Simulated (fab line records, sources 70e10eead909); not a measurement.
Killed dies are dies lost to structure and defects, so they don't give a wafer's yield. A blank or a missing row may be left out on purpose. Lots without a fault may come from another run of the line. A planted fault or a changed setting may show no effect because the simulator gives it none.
fab line records | flow nand_harc
record lots=20 wafers=60 last_day=33
route steps=1302 shown A_CONTACT@1014
lots that met no fault: from a run of the same line without faults
start_h: hours from the record's first day to the start of the lot's first wafer shown | wait_h: hours since the lot's step before | " the same as in the row above | L1.1+2: a row that stands for several wafers | - no value, or no start given | * or withheld: withheld | < > ~ a bound
route shown NAME@n: a module of which the file shows steps, and the number in the route of the first | usual: mean/standard deviation of fault-free wafers | same: alike in all rows | chamber/n: place in a boat | sites: the reading at each site | _std_site: their standard deviation | _edge_site: outer sites' mean less inner sites' | radius_mm: how far each site lies from the wafer's centre | mask NAME#n: copy n | behind: the tool/chamber that last shaped the wafer | hold: why the lot was held/for how many hours/how that ended | device: the transistor (n, p or np) that didn't switch | end of line: the same wafers' tests at the end of the route | a step without rows: its recipe alone | killed: dies lost to structure and defects at the first sort, not the wafer's yield | map: a wafer's dies, x killed, . not, _ none there
set.NAME: the setting as run; set.NAME@STEP: as run at that earlier step | model.NAME: the simulator's own value behind a step, which no gauge read
steps of the route over a sample of lots; a table a step, a row a wafer
services: from which hour (start_h, from the record's first day; less than 0 if before it) a tool's chamber was out of use, for how many hours, and why
## steps
# step NHARC_A_CONTACT_ETCH_120
# recipe source_w=withheld pressure_mtorr=20 bias_v=3000 time_s=190 target_depth_a=18500 ar_flow_sccm=withheld c4f8_flow_sccm=withheld o2_flow_sccm=withheld chemistry=C4F8/O2/Ar
# columns lot.wafer tool chamber start_h wait_h rf_hours_counter_h
L075.2 har_cap_etch-03 1 496.87 0.1 42
L075.4 " 0 " " -
L075.5 " 1 " " -
L076.1 har_cap_etch-01 1 526.03 0.1 1
L076.4 " 1 " " -
L076.5 " 0 " " -
L078.1 har_cap_etch-03 0 530.02 0.1 49
L078.3 " 0 " " -
L078.4 " 1 " " -
L077.3 har_cap_etch-02 1 535.91 0.1 -
L077.6 " 1 " " -
L077.5 " 0 " " -
L079.1 har_cap_etch-02 1 544.78 0.2 94
L079.5 " 1 " " -
L079.6 " 0 " " -
L081.1 har_cap_etch-02 1 566.96 0.1 98
L081.4 " 1 " " -
L081.6 " 0 " " -
L082.1 har_cap_etch-03 1 570.22 0.1 56
L082.3 " 0 " " -
L082.4 " 1 " " -
L083.2 har_cap_etch-02 1 583.93 0.1 102
L083.5 " 0 " " -
L083.6 " 1 " " -
L085.1 har_cap_etch-02 1 610.82 0.3 106
L085.3 " 0 " " -
L085.4 " 1 " " -
L084.1 har_cap_etch-01 0 626.56 0.2 16
L084.4 " 1 " " -
L084.6 " 0 " " -
L087.2 har_cap_etch-02 1 627.54 0.2 108
L087.3 " 0 " " -
L087.6 " 1 " " -
L086.2 har_cap_etch-03 1 627.81 0.2 65
L086.5 " 1 " " -
L086.6 " 0 " " -
L090.1 har_cap_etch-03 0 648.01 0.1 69
L090.3 " 1 " " -
L090.5 " 0 " " -
L088.2 har_cap_etch-01 1 649.43 0.1 22
L088.1 " 0 " " 22
L088.4 " 0 " " -
L092.1 har_cap_etch-02 1 675.35 0.1 119
L092.4 " 1 " " -
L092.5 " 1 " " -
L093.4 har_cap_etch-01 1 697.56 0.1 -
L093.5 " 0 " " -
L093.6 " 1 " " -
L094.2 har_cap_etch-02 0 697.79 0.1 123
L094.3 " 0 " " -
L094.4 " 1 " " -
L095.1 har_cap_etch-03 0 702.81 0.1 79
L095.4 " 0 " " -
L095.6 " 0 " " -
L096.4 har_cap_etch-01 1 717.91 0.1 -
L096.6 " 1 " " -
L096.5 " 0 " " -
L097.2 har_cap_etch-02 1 726.27 0.2 128
L097.4 " 1 " " -
L097.6 " 0 " " -
# step NHARC_A_CONTACT_ETCH_96
# recipe target_depth_a=200 over_etch_frac=0.5 time_s=10 ion_energy_ev=250 c4f6_flow_sccm=25 o2_flow_sccm=20 ar_flow_sccm=500 rf_w=600 bias_w=500 chemistry=C4F6/O2
# usual drypump_motor_current_A=5.7/0.32 mfc_ar_sccm=500.2/1.5 o2_flow_sccm=20.00/0.062 oes_product_au=0.97/0.03 rf_vpp_V=545/3.7 showerhead_plenum_p_Torr=3.84/0.17 throttle_valve_pct=26.903/0.0099
# same over_etch_frac=0.5
# columns lot.wafer tool chamber start_h wait_h drypump_motor_current_A mfc_ar_sccm o2_flow_sccm oes_product_au rf_hours_counter_h rf_vpp_V showerhead_plenum_p_Torr throttle_valve_pct
L075.2 rie_diel-07 1 - - 5.5 500.0 19.96 1.01 1 550 4.11 26.900
L075.4 " 2 " " 5.7 500.3 20.04 1.04 2 544 3.77 26.905
L075.5 " 2 " " 5.7 501.8 20.04 1.04 - 545 3.77 26.878
L076.1 rie_diel-11 1 - - 5.6 500.1 20.06 0.95 28 550 4.11 26.899
L076.4 " 3 " " 5.2 500.0 20.06 0.93 30 543 3.74 26.896
L076.5 " 2 " " 6.1 498.4 19.95 0.95 - 546 3.83 26.915
L078.1 rie_diel-11 2 - - 6.2 499.9 20.03 0.93 31 545 3.83 26.919
L078.4 " 3 " " 5.2 499.1 20.06 0.96 31 544 3.74 26.902
L078.3 " 0 " " 6.2 500.4 20.00 0.95 29 552 4.21 26.909
L077.3 rie_diel-07 3 537.52 0.1 5.5 498.9 19.96 0.96 8 543 3.75 26.896
L077.6 " 0 " " 5.9 501.1 19.92 0.97 - 543 3.68 26.900
L077.5 " 3 " " 5.5 500.3 19.93 0.95 - 542 3.75 26.896
L079.1 rie_diel-03 3 - - 6.0 501.3 19.97 0.94 29 541 3.69 26.907
L079.6 " 3 " " 5.9 500.7 19.96 0.95 - 542 3.69 26.902
L079.5 " 0 " " 5.9 498.7 20.02 0.93 - 543 3.76 26.888
L081.1 rie_diel-07 2 568.58 0.1 5.7 500.8 19.96 0.97 18 545 3.77 26.893
L081.4 " 0 " " 5.8 499.2 19.98 0.96 - 541 3.68 26.891
L081.6 " 3 " " 5.4 500.9 19.90 0.94 - 543 3.74 26.932
L082.1 rie_diel-03 0 - - 5.9 500.0 19.96 1.00 38 544 3.75 26.908
L082.4 " 1 " " 5.1 500.0 20.06 1.01 32 544 3.72 26.913
L082.3 " 3 " " 5.9 502.0 19.96 0.99 38 541 3.69 26.904
L083.2 rie_diel-07 3 - - 5.4 500.1 19.99 1.00 17 542 3.74 26.893
L083.6 " 1 " " 5.5 498.4 19.95 1.01 - 550 4.10 26.910
L083.5 " 2 " " 5.7 501.7 19.96 1.02 - 543 3.76 26.912
L085.4 rie_diel-07 3 - - 5.4 498.9 20.02 1.02 19 543 3.74 26.915
L085.1 " 1 " " 5.5 502.6 19.91 1.01 15 552 4.10 26.894
L085.3 " 2 " " 5.7 502.3 20.00 1.02 22 543 3.76 26.911
L084.1 rie_diel-07 0 - - 5.9 501.2 19.95 0.94 21 542 3.67 26.910
L084.4 " 1 " " 5.5 499.0 19.91 0.94 17 550 4.10 26.894
L084.6 " 2 " " 5.7 500.3 20.11 0.97 - 544 3.76 26.927
L087.3 rie_diel-11 2 - - 6.1 499.4 20.05 1.00 3 545 3.82 26.904
L087.2 " 3 " " 5.2 501.0 20.04 1.00 2 542 3.73 26.907
L087.6 " 1 " " 5.6 500.9 20.05 1.01 - 549 4.09 26.888
L086.2 rie_diel-03 1 - - 5.1 498.1 20.00 0.95 55 542 3.71 26.905
L086.6 " 0 " " 5.9 499.2 20.06 0.94 - 543 3.74 26.910
L086.5 " 1 " " 5.1 499.3 20.02 0.96 - 542 3.71 26.909
L090.3 rie_diel-11 1 - - 5.5 499.8 19.92 0.94 15 549 4.09 26.904
L090.1 " 2 " " 6.1 500.4 20.03 0.94 14 543 3.81 26.894
L090.5 " 3 " " 5.1 498.8 19.97 0.95 - 541 3.72 26.880
L088.2 rie_diel-11 3 - - 5.1 501.5 19.99 0.95 14 542 3.72 26.912
L088.1 " 1 " " 5.5 500.0 20.03 0.96 15 552 4.08 26.909
L088.4 " 2 " " 6.1 502.6 19.87 0.96 15 544 3.81 26.906
L092.4 rie_diel-03 1 - - 5.1 501.2 19.99 0.99 10 543 3.70 26.888
L092.1 " 2 " " 5.9 499.8 20.10 0.99 10 547 3.94 26.910
L092.5 " 2 " " 5.9 498.6 20.02 0.99 - 547 3.95 26.907
L093.4 rie_diel-03 2 - - 5.9 496.4 19.96 0.94 18 549 3.94 26.908
L093.5 " 1 " " 5.1 500.1 19.98 0.95 - 542 3.70 26.888
L093.6 " 2 " " 5.8 495.6 20.07 0.95 - 547 3.94 26.912
L094.3 rie_diel-11 3 - - 5.2 499.5 19.95 0.95 30 543 3.71 26.899
L094.4 " 1 " " 5.5 496.8 19.92 0.95 33 550 4.07 26.908
L094.2 " 2 " " 6.1 500.8 20.09 0.94 32 545 3.80 26.902
L095.1 rie_diel-03 1 - - 5.1 502.8 20.01 0.99 20 543 3.70 26.912
L095.4 " 2 " " 5.8 499.5 20.00 0.98 19 547 3.94 26.894
L095.6 " 1 " " 5.1 502.4 20.03 1.00 - 544 3.70 26.886
L096.4 rie_diel-03 2 - - 5.8 498.0 20.01 0.93 25 546 3.94 26.905
L096.6 " 2 " " 5.8 497.8 19.98 0.93 - 548 3.94 26.900
L096.5 " 3 " " 5.9 502.2 20.02 0.95 - 542 3.66 26.914
L097.2 rie_diel-07 2 - - 5.7 500.6 20.08 0.95 4 543 3.76 26.902
L097.4 " 3 " " 5.4 500.5 20.06 0.92 5 542 3.74 26.887
L097.6 " 2 " " 5.7 501.8 20.06 0.95 - 545 3.76 26.889
# step NHARC_A_CONTACT_STRIP_55
# recipe o2_flow_sccm=500 ar_flow_sccm=0 bias_w=0 chemistry=O2
# usual drypump_motor_current_A=5.7/0.32 mfc_ar_sccm=0.012/0.015 o2_flow_sccm=499.8/1.3 oes_product_au=1.003/0.012 rf_vpp_V=57.6/0.94 showerhead_plenum_p_Torr=3.43/0.15 throttle_valve_pct=17.035/0.0096
# columns lot.wafer tool chamber start_h wait_h drypump_motor_current_A mfc_ar_sccm o2_flow_sccm oes_product_au rf_hours_counter_h rf_vpp_V showerhead_plenum_p_Torr throttle_valve_pct
L075.4 rie_diel-07 1 - - 5.5 0 499.6 1.001 1 58.8 3.70 17.033
L075.2 " 3 " " 5.5 0.025 501.5 1.006 2 57.4 3.37 17.043
L075.5 " 2 " " 5.6 0.035 497.2 1.033 - 59.1 3.39 17.022
L076.4 rie_diel-11 0 - - 6.2 0.016 500.9 0.996 29 59.1 3.79 17.039
L076.1 " 3 " " 5.2 0.039 497.9 1.005 30 56.4 3.36 17.025
L076.5 " 1 " " 5.5 0 500.8 0.991 - 59.0 3.70 17.026
L078.3 rie_diel-07 1 - - 5.5 0 497.4 0.992 7 58.3 3.70 17.058
L078.1 " 2 " " 5.7 0.035 500.0 1.021 8 57.8 3.39 17.039
L078.4 " 0 " " 5.9 0 498.8 1.017 6 57.6 3.31 17.014
L077.3 rie_diel-07 3 - - 5.4 0.025 501.6 1.003 8 55.3 3.36 17.031
L077.6 " 2 " " 5.7 0.035 501.2 1.014 - 57.5 3.39 17.036
L077.5 " 3 " " 5.5 0.025 499.1 0.995 - 57.7 3.36 17.037
L079.1 rie_diel-03 0 - - 5.9 0.016 498.9 0.991 30 58.8 3.38 17.035
L079.5 " 0 " " 5.9 0.016 497.5 1.002 - 57.0 3.38 17.020
L079.6 " 1 " " 5.1 0 500.5 1.003 - 58.3 3.35 17.041
L081.1 rie_diel-07 0 - - 5.9 0 498.0 1.002 14 58.3 3.30 17.034
L081.4 " 2 " " 5.7 0.035 501.1 1.010 - 59.2 3.38 17.048
L081.6 " 3 " " 5.4 0.025 498.5 1.009 - 57.6 3.36 17.034
L082.4 rie_diel-03 0 - - 5.9 0.016 498.3 0.992 38 58.0 3.37 17.039
L082.1 " 1 " " 5.1 0 499.6 1.012 33 56.2 3.34 17.014
L082.3 " 2 " " 5.8 0 499.1 1.000 32 57.6 3.57 17.042
L083.2 rie_diel-07 1 - - 5.5 0 500.4 0.999 13 57.7 3.69 17.020
L083.5 " 1 " " 5.5 0 502.4 0.998 - 57.2 3.69 17.042
L083.6 " 2 " " 5.7 0.035 499.4 1.032 - 58.1 3.38 17.050
L085.1 rie_diel-07 2 - - 5.7 0.035 498.3 1.015 22 56.5 3.38 17.038
L085.3 " 3 " " 5.4 0.025 499.2 0.998 19 56.8 3.36 17.037
L085.4 " 0 " " 5.9 0 499.4 1.005 19 57.5 3.30 17.039
L084.4 rie_diel-03 1 - - 5.1 0 498.0 1.013 55 56.5 3.33 17.037
L084.1 " 2 " " 5.9 0 497.8 0.985 54 57.5 3.56 17.036
L084.6 " 2 " " 5.8 0 501.7 0.992 - 57.3 3.56 17.028
L087.3 rie_diel-11 0 - - 6.1 0.016 499.6 1.003 2 57.6 3.77 17.029
L087.2 " 1 " " 5.6 0 499.3 1.014 3 57.3 3.68 17.041
L087.6 " 2 " " 6.1 0 500.0 1.001 - 57.6 3.43 17.042
L086.2 rie_diel-07 0 - - 5.9 0 498.6 1.010 21 57.6 3.30 17.042
L086.5 " 2 " " 5.7 0.035 497.6 1.030 - 57.4 3.38 17.027
L086.6 " 3 " " 5.4 0.025 497.4 0.995 - 57.9 3.36 17.047
L090.1 rie_diel-11 3 - - 5.2 0.039 500.4 1.001 14 58.4 3.34 17.034
L090.3 " 0 " " 6.1 0.016 498.1 0.998 14 56.2 3.77 17.031
L090.5 " 2 " " 6.1 0 500.4 0.994 - 56.3 3.43 17.034
L088.2 rie_diel-03 2 - - 5.8 0 496.5 0.994 4 57.4 3.55 17.034
L088.1 " 3 " " 5.9 0 499.7 0.990 3 57.7 3.30 17.024
L088.4 " 0 " " 5.9 0.016 501.7 1.010 3 57.9 3.36 17.041
L092.4 rie_diel-03 1 - - 5.1 0 499.6 0.994 11 55.9 3.32 17.033
L092.1 " 3 " " 5.9 0 501.9 0.991 10 55.9 3.29 17.020
L092.5 " 0 " " 5.9 0.016 499.2 0.998 - 57.6 3.36 17.020
L093.4 rie_diel-03 3 - - 5.9 0 501.9 0.973 19 57.2 3.29 17.033
L093.5 " 2 " " 5.8 0 498.0 0.990 - 57.6 3.54 17.040
L093.6 " 3 " " 5.9 0 500.7 0.967 - 58.0 3.29 17.033
L094.4 rie_diel-03 1 - - 5.1 0 502.3 0.989 19 57.4 3.32 17.028
L094.2 " 2 " " 5.9 0 499.6 0.982 18 60.6 3.54 17.039
L094.3 " 3 " " 5.9 0 499.9 0.969 19 58.2 3.29 17.043
L095.1 rie_diel-11 1 - - 5.5 0 498.5 0.997 36 59.4 3.67 17.055
L095.4 " 3 " " 5.1 0.039 499.6 0.998 33 56.6 3.33 17.046
L095.6 " 2 " " 6.1 0 500.0 0.997 - 57.3 3.41 17.019
L096.4 rie_diel-11 0 - - 6.1 0.016 500.9 1.007 37 57.2 3.75 17.043
L096.5 " 2 " " 6.1 0 499.0 0.997 - 57.5 3.41 17.049
L096.6 " 3 " " 5.1 0.039 500.3 0.997 - 56.8 3.33 17.034
L097.2 rie_diel-07 1 - - 5.5 0 499.8 0.984 3 59.3 3.69 17.039
L097.4 " 3 " " 5.4 0.025 498.7 0.984 5 56.7 3.35 17.041
L097.6 " 1 " " 5.5 0 497.9 0.986 - 58.8 3.69 17.017
# step NHARC_A_CONTACT_ETCH_75
# recipe target_depth_a=390 over_etch_frac=0.3 time_s=65 ion_energy_ev=80 cf4_flow_sccm=150 ar_flow_sccm=0 rf_w=300 bias_w=100 chemistry=CF4
# usual drypump_motor_current_A=5.7/0.35 mfc_ar_sccm=0.011/0.015 oes_product_au=0.999/0.011 rf_vpp_V=150.9/1.4 showerhead_plenum_p_Torr=1.74/0.084 throttle_valve_pct=13.283/0.0086
# same over_etch_frac=0.3
# columns lot.wafer tool chamber start_h wait_h drypump_motor_current_A mfc_ar_sccm oes_product_au rf_hours_counter_h rf_vpp_V showerhead_plenum_p_Torr throttle_valve_pct
L075.2 rie_diel-03 0 504.55 0.1 5.9 0.016 0.990 11 150.8 1.70 13.282
L075.4 " 2 " " 5.9 0 0.991 10 151.6 1.80 13.275
L075.5 " 0 " " 5.9 0.016 0.989 - 151.9 1.70 13.294
L076.1 rie_diel-07 3 534.56 0.1 5.4 0.025 1.003 7 151.4 1.69 13.274
L076.4 " 0 " " 5.9 0 1.019 7 148.7 1.66 13.282
L076.5 " 0 " " 5.9 0 1.030 - 150.1 1.66 13.280
L078.1 rie_diel-11 1 537.38 0.1 5.5 0 0.994 30 153.7 1.85 13.273
L078.4 " 2 " " 6.1 0 0.988 33 150.0 1.73 13.280
L078.3 " 0 " " 6.1 0.016 0.991 31 153.0 1.90 13.273
L077.3 rie_diel-03 0 543.97 0.1 5.9 0.016 0.991 28 149.0 1.69 13.254
L077.6 " 1 " " 5.1 0 1.002 - 149.4 1.68 13.270
L077.5 " 2 " " 5.9 0 1.001 - 151.8 1.79 13.285
L079.1 rie_diel-11 3 552.90 0.1 5.1 0.039 0.992 37 151.1 1.68 13.283
L079.5 " 2 " " 6.1 0 0.998 - 151.3 1.73 13.284
L079.6 " 3 " " 5.1 0.039 1.002 - 149.2 1.68 13.290
L081.1 rie_diel-11 3 573.96 0.1 5.1 0.039 0.990 44 148.8 1.68 13.278
L081.4 " 1 " " 5.6 0 0.982 44 152.8 1.85 13.287
L081.6 " 2 " " 6.1 0 0.986 - 151.4 1.72 13.276
L082.1 rie_diel-07 0 578.94 0.1 5.8 0 1.016 15 148.2 1.66 13.280
L082.3 " 1 " " 5.5 0 0.996 12 151.7 1.85 13.276
L082.4 " 2 " " 5.6 0.035 1.015 18 151.6 1.70 13.289
L083.2 rie_diel-07 3 592.41 0.1 5.4 0.025 1.006 18 149.6 1.68 13.275
L083.5 " 0 " " 5.9 0 1.015 - 150.0 1.65 13.276
L083.6 " 1 " " 5.5 0 0.999 - 151.7 1.85 13.286
L085.1 rie_diel-07 0 618.44 0.1 5.8 0 1.015 19 149.1 1.65 13.282
L085.3 " 1 " " 5.5 0 0.994 15 153.3 1.85 13.288
L085.4 " 2 " " 5.7 0.035 1.031 22 151.8 1.70 13.274
L084.4 rie_diel-11 3 635.05 0.3 5.2 0.039 0.989 6 149.9 1.68 13.283
L084.1 " 0 " " 6.1 0.016 1.002 6 152.7 1.89 13.296
L084.6 " 3 " " 5.2 0.039 0.988 - 151.2 1.68 13.280
L087.3 rie_diel-11 3 636.61 1.5 5.1 0.039 0.986 7 150.2 1.68 13.285
L087.2 " 0 " " 6.1 0.016 1.004 7 150.9 1.89 13.286
L087.6 " 2 " " 6.1 0 0.992 - 151.2 1.72 13.287
L086.2 rie_diel-11 0 636.92 0.3 6.1 0.016 0.993 7 152.1 1.89 13.280
L086.6 " 3 " " 5.2 0.039 0.994 - 149.7 1.68 13.286
L086.5 " 0 " " 6.1 0.016 1.011 - 151.3 1.89 13.301
L090.3 rie_diel-11 0 658.45 0.1 6.2 0.016 1.000 18 151.9 1.89 13.273
L090.1 " 3 " " 5.1 0.039 0.999 18 149.3 1.67 13.284
L090.5 " 1 " " 5.5 0 0.997 - 152.7 1.84 13.294
L088.2 rie_diel-03 0 662.51 0.1 5.9 0.016 1.008 7 149.1 1.68 13.282
L088.4 " 1 " " 5.1 0 1.003 7 149.5 1.67 13.257
L088.1 " 2 " " 5.8 0 0.991 7 151.3 1.78 13.287
L092.1 rie_diel-03 0 682.79 0.1 5.9 0.016 1.009 12 148.6 1.68 13.278
L092.4 " 2 " " 5.8 0 0.996 11 151.0 1.78 13.279
L092.5 " 3 " " 5.9 0 0.979 - 148.7 1.65 13.284
L093.5 rie_diel-11 3 704.67 0.1 5.1 0.039 0.988 - 150.0 1.67 13.274
L093.4 " 1 " " 5.5 0 0.992 - 152.3 1.84 13.292
L093.6 " 2 " " 6.1 0 0.991 - 151.7 1.71 13.284
L094.4 rie_diel-03 3 705.00 0.1 5.9 0 0.973 20 150.8 1.65 13.288
L094.3 " 0 " " 5.9 0.016 0.999 21 148.8 1.68 13.296
L094.2 " 2 " " 5.9 0 0.985 19 151.2 1.78 13.286
L095.4 rie_diel-11 0 716.47 0.1 6.1 0.016 0.994 36 151.8 1.88 13.280
L095.1 " 1 " " 5.5 0 0.998 39 151.3 1.84 13.288
L095.6 " 3 " " 5.1 0.039 0.996 - 150.1 1.67 13.277
L096.4 rie_diel-07 1 724.71 0.1 5.5 0 0.998 2 150.9 1.85 13.275
L096.6 " 1 " " 5.5 0 1.006 - 151.9 1.85 13.277
L096.5 " 2 " " 5.7 0.035 0.993 - 149.9 1.69 13.279
L097.2 rie_diel-07 3 736.44 0.1 5.4 0.025 0.988 6 149.4 1.68 13.274
L097.4 " 2 " " 5.7 0.035 1.013 4 150.4 1.69 13.291
L097.6 " 0 " " 5.9 0 0.987 - 149.3 1.65 13.287
# step NHARC_A_CONTACT_ETCH_76
# recipe target_depth_a=2600 over_etch_frac=0.3 time_s=475.3 ion_energy_ev=200 n2_flow_sccm=150 h2_flow_sccm=150 ar_flow_sccm=0 rf_w=400 bias_w=150 chemistry=N2/H2
# usual drypump_motor_current_A=5.7/0.35 h2_flow_sccm=150.0/0.48 mfc_ar_sccm=0.012/0.015 oes_product_au=0.998/0.011 rf_vpp_V=430/3.1 showerhead_plenum_p_Torr=2.01/0.11 throttle_valve_pct=14.172/0.0092
# same over_etch_frac=0.3
# columns lot.wafer tool chamber start_h wait_h drypump_motor_current_A h2_flow_sccm mfc_ar_sccm oes_product_au rf_hours_counter_h rf_vpp_V showerhead_plenum_p_Torr throttle_valve_pct
L075.4 rie_diel-03 2 - - 5.9 150.2 0 0.985 10 432 2.07 14.195
L075.2 " 1 " " 5.1 150.1 0 1.003 10 428 1.93 14.196
L075.5 " 2 " " 5.8 150.9 0 1.002 - 432 2.07 14.157
L076.4 rie_diel-07 3 - - 5.4 149.6 0.025 0.993 7 427 1.94 14.155
L076.1 " 0 " " 5.9 150.2 0 1.023 7 427 1.90 14.164
L076.5 " 1 " " 5.5 149.3 0 0.998 - 433 2.15 14.165
L078.4 rie_diel-11 1 - - 5.5 150.0 0 0.976 30 433 2.15 14.169
L078.3 " 2 " " 6.1 150.1 0 0.983 33 429 1.99 14.182
L078.1 " 3 " " 5.1 149.7 0.039 0.997 33 429 1.93 14.170
L077.3 rie_diel-03 2 - - 5.9 149.3 0 0.999 24 431 2.07 14.173
L077.6 " 0 " " 5.9 149.7 0.016 1.001 - 428 1.94 14.169
L077.5 " 1 " " 5.1 150.0 0 1.012 - 427 1.92 14.183
L079.1 rie_diel-11 0 - - 6.2 149.8 0.016 0.999 36 434 2.20 14.177
L079.5 " 3 " " 5.2 151.0 0.039 0.998 - 426 1.93 14.189
L079.6 " 0 " " 6.1 149.8 0.016 0.998 - 435 2.20 14.188
L081.4 rie_diel-11 2 - - 6.1 150.1 0 0.994 43 429 1.98 14.175
L081.1 " 0 " " 6.1 149.6 0.016 0.984 45 435 2.20 14.175
L081.6 " 2 " " 6.1 149.5 0 0.987 - 430 1.98 14.171
L082.3 rie_diel-07 1 - - 5.5 149.4 0 0.995 12 435 2.14 14.176
L082.1 " 3 " " 5.4 149.3 0.025 0.996 16 429 1.93 14.161
L082.4 " 0 " " 5.9 150.3 0 1.016 15 426 1.89 14.168
L083.2 rie_diel-07 0 - - 5.9 150.0 0 0.999 18 426 1.89 14.163
L083.5 " 1 " " 5.5 150.1 0 0.990 - 433 2.14 14.168
L083.6 " 2 " " 5.7 149.6 0.035 1.013 - 429 1.95 14.177
L085.3 rie_diel-07 2 - - 5.7 150.1 0.035 1.020 22 429 1.94 14.181
L085.1 " 3 " " 5.4 150.6 0.025 1.004 20 429 1.93 14.170
L085.4 " 1 " " 5.5 149.8 0 0.993 16 433 2.14 14.173
L084.4 rie_diel-11 3 - - 5.2 149.4 0.039 0.996 7 427 1.92 14.158
L084.1 " 1 " " 5.6 150.2 0 1.003 6 432 2.14 14.176
L084.6 " 3 " " 5.1 149.1 0.039 0.992 - 427 1.92 14.171
L087.2 rie_diel-11 2 - - 6.1 149.1 0 0.997 7 430 1.98 14.161
L087.3 " 0 " " 6.1 148.8 0.016 1.001 7 436 2.19 14.175
L087.6 " 1 " " 5.5 150.5 0 0.997 - 434 2.14 14.164
L086.2 rie_diel-11 1 - - 5.6 150.2 0 1.009 7 432 2.14 14.172
L086.6 " 0 " " 6.1 150.4 0.016 1.004 - 434 2.20 14.175
L086.5 " 1 " " 5.6 149.9 0 0.999 - 434 2.14 14.171
L090.1 rie_diel-11 3 - - 5.1 150.8 0.039 0.987 18 428 1.92 14.178
L090.3 " 0 " " 6.1 149.4 0.016 0.996 18 434 2.19 14.176
L090.5 " 3 " " 5.1 150.8 0.039 0.986 - 427 1.92 14.178
L088.1 rie_diel-03 1 - - 5.1 149.8 0 0.994 8 427 1.91 14.170
L088.2 " 2 " " 5.9 149.4 0 0.985 8 432 2.05 14.162
L088.4 " 3 " " 5.9 149.9 0 0.980 8 426 1.89 14.148
L092.4 rie_diel-03 3 - - 5.9 150.4 0 0.982 11 427 1.89 14.175
L092.1 " 0 " " 5.9 149.9 0.016 0.989 12 428 1.93 14.164
L092.5 " 1 " " 5.1 150.3 0 1.001 - 427 1.91 14.175
L093.4 rie_diel-11 3 - - 5.1 149.4 0.039 0.999 - 426 1.91 14.180
L093.5 " 1 " " 5.5 150.5 0 1.003 - 433 2.13 14.165
L093.6 " 2 " " 6.1 150.4 0 0.992 - 429 1.97 14.175
L094.3 rie_diel-03 3 - - 5.9 150.2 0 0.974 20 426 1.89 14.172
L094.4 " 0 " " 5.9 149.1 0.016 1.003 21 427 1.93 14.171
L094.2 " 2 " " 5.9 149.6 0 0.972 19 430 2.05 14.157
L095.1 rie_diel-11 2 - - 6.1 150.4 0 0.997 38 427 1.97 14.157
L095.4 " 3 " " 5.2 149.4 0.039 1.004 36 426 1.91 14.168
L095.6 " 1 " " 5.5 149.6 0 0.996 - 434 2.13 14.167
L096.4 rie_diel-07 0 - - 5.8 150.7 0 0.990 4 426 1.89 14.186
L096.5 " 2 " " 5.7 150.8 0.035 0.999 - 428 1.94 14.157
L096.6 " 3 " " 5.4 149.4 0.025 0.988 - 428 1.93 14.163
L097.4 rie_diel-07 0 - - 5.8 150.3 0 1.005 5 427 1.89 14.187
L097.2 " 3 " " 5.4 149.7 0.025 0.998 6 427 1.93 14.155
L097.6 " 0 " " 5.9 150.4 0 0.992 - 426 1.89 14.174
# step NHARC_A_CONTACT_DEP_84
# recipe target_thk_a=28000 temp_c=400 material=aC
# usual susceptor_temp_C=399.97/0.23 throttle_valve_pct=35.000/0.0087
# columns lot.wafer tool chamber start_h wait_h susceptor_temp_C throttle_valve_pct
L075.2 acl_dep-01 0 509.86 - - 34.988
L075.4 " 0 " " - 34.991
L075.5 " 0 " " - 35.013
L076.1 acl_dep-03 0 540.13 - - 34.999
L076.4 " 0 " " - 34.995
L076.5 " 0 " " - 34.988
L078.1 acl_dep-01 0 543.19 - 399.84 35.010
L078.3 " 0 " " 399.60 34.996
L078.4 " 0 " " 399.75 35.014
L077.3 acl_dep-02 0 549.84 - 399.90 35.015
L077.5 " 0 " " 399.57 34.990
L077.6 " 0 " " 399.93 34.999
L079.1 acl_dep-03 0 559.49 - 399.79 34.998
L079.5 " 0 560.65 - 399.80 34.998
L079.6 " 0 " " 399.50 34.999
L081.1 acl_dep-02 0 583.70 - 400.10 35.008
L081.4 " 0 " " 400.25 35.001
L081.6 " 0 " " 400.29 34.983
L082.1 acl_dep-03 0 584.82 - 400.09 34.998
L082.3 " 0 " " 399.86 35.002
L082.4 " 0 " " 399.91 34.999
L083.2 acl_dep-01 0 601.22 - 400.00 34.998
L083.5 " 0 " " 400.30 34.995
L083.6 " 0 " " 399.95 34.995
L085.1 acl_dep-01 0 624.84 - - 35.003
L085.3 " 0 " " - 34.989
L085.4 " 0 " " - 34.987
L084.1 acl_dep-03 0 645.85 - 399.94 35.009
L084.4 " 0 " " 399.54 35.010
L084.6 " 0 " " 399.98 35.000
L087.2 acl_dep-03 0 647.87 - 400.24 35.016
L087.3 " 0 " " 400.42 35.006
L087.6 " 0 " " 400.01 34.990
L086.2 acl_dep-01 0 648.79 - 400.16 35.013
L086.5 " 0 " " 399.91 34.983
L086.6 " 0 " " 400.28 34.990
L090.1 acl_dep-01 0 668.73 - - 35.011
L090.3 " 0 " " - 35.001
L090.5 " 0 " " - 34.984
L088.1 acl_dep-03 0 674.46 - - 35.013
L088.2 " 0 " " - 34.997
L088.4 " 0 " " - 35.003
L092.1 acl_dep-03 0 688.04 - 399.84 34.992
L092.4 " 0 " " 399.55 35.005
L092.5 " 0 " " 400.06 35.000
L093.4 acl_dep-01 0 710.97 - 400.14 34.995
L093.5 " 0 " " 399.94 34.994
L093.6 " 0 " " 399.75 34.986
L094.2 acl_dep-02 0 711.82 - - 34.998
L094.3 " 0 " " - 34.999
L094.4 " 0 " " - 35.001
L095.1 acl_dep-03 0 721.49 - 399.76 35.004
L095.4 " 0 " " 399.81 34.987
L095.6 " 0 " " 399.85 34.999
L096.4 acl_dep-01 0 733.39 - 400.29 34.994
L096.5 " 0 " " 400.08 35.003
L096.6 " 0 " " 400.07 35.002
L097.2 acl_dep-03 0 747.31 - 400.38 35.014
L097.4 " 0 " " 399.95 35.000
L097.6 " 0 " " 400.17 34.990
## services
# columns tool chamber start_h hours kind
acl_dep-03 - 479.40 13.0 pm
rie_diel-03 0 481.35 3.6 repair
rie_diel-11 0 492.43 - clean
rie_diel-11 1 492.43 - clean
rie_diel-11 2 492.43 - clean
rie_diel-11 3 492.43 - clean
har_cap_etch-01 - 497.00 17.0 pm
rie_diel-11 0 516.95 - clean
rie_diel-11 1 516.95 - clean
rie_diel-11 2 516.95 - clean
rie_diel-07 1 535.80 6.2 repair
acl_dep-01 - 552.27 13.0 pm
rie_diel-07 1 556.54 21.6 repair
rie_diel-07 - 586.78 0.6 repair
acl_dep-02 - 605.45 13.0 pm
rie_diel-11 - 611.04 9.0 pm
rie_diel-03 0 630.78 15.7 repair
rie_diel-03 3 630.90 7.0 repair
rie_diel-03 - 637.33 9.0 pm
acl_dep-03 - 661.46 13.0 pm
har_cap_etch-02 - 683.72 0.6 repair
rie_diel-11 0 700.93 5.1 repair
rie_diel-07 - 704.90 9.0 pm
acl_dep-01 - 734.25 13.0 pm
## key
fault none
